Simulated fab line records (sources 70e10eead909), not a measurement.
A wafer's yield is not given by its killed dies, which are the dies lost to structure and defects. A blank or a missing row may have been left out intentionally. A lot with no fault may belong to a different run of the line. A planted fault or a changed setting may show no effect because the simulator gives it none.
Matching of chambers | flow nand harc | 3 sister chambers for NHARC_P_CONTACT_DEP_30 on pecvd-01
The step deposits SiNx, target thk 30 nm. 6 wafers are shown with their chamber, then 9 later ones without.

## WAFERS PAIRED WITH THEIR CHAMBERS
wafer  | chamber | heater power w (W) | susceptor temp C (C)
L087.5 | 1       | 720                | 400.05
L089.2 | 2       | 762                | 400.32
L089.6 | 0       | 627                | 400.07
L091.4 | 1       | 703                | 400.07
L091.5 | 0       | 561                | 400.17
L091.6 | 2       | 684                | 399.31

## WAFERS WITH NO CHAMBER GIVEN
wafer  | heater power w (W) | susceptor temp C (C)
L093.2 | 780                | 400.28
L093.3 | 656                | 400.21
L093.6 | 778                | 400.52
L094.2 | 676                | 399.75
L094.4 | 613                | 400.35
L094.5 | 679                | 399.29
L095.3 | 737                | 399.85
L095.5 | 750                | 399.92
L095.6 | 823                | 399.79

## EACH ONE'S CHAMBER
wafer  | from the rows above          | in truth
L093.2 | can't be placed: 1 or 2      | 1
L093.3 | can't be placed: 1 or 0 or 2 | 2
L093.6 | can't be placed: 1 or 2      | 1
L094.2 | can't be placed: 2 or 1 or 0 | 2
L094.4 | can't be placed: 0 or 1      | 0
L094.5 | can't be placed: 2 or 1 or 0 | 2
L095.3 | can't be placed: 2 or 1      | 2
L095.5 | can't be placed: 2 or 1      | 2
L095.6 | can't be placed: 2 or 1      | 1
0 of 9 placed correctly. These rows do not allow placing 9 (true chamber among the candidates in 9). 0 placed wrongly.
How it was worked out, from the rows above alone: a wafer's distance from a chamber is the root of the sum, over the readings, of the square of ((its reading less the chamber's mean) divided by the reading's scatter). If the next closest chamber is less than 2 further off than the closest, the wafer can't be placed; otherwise it belongs to the closest. For every chamber, the mean is computed from those of its wafers that are shown. The scatter: the root of (the sum of the squares of (reading less its chamber's mean) over the shown wafers, divided by (wafers less chambers)).
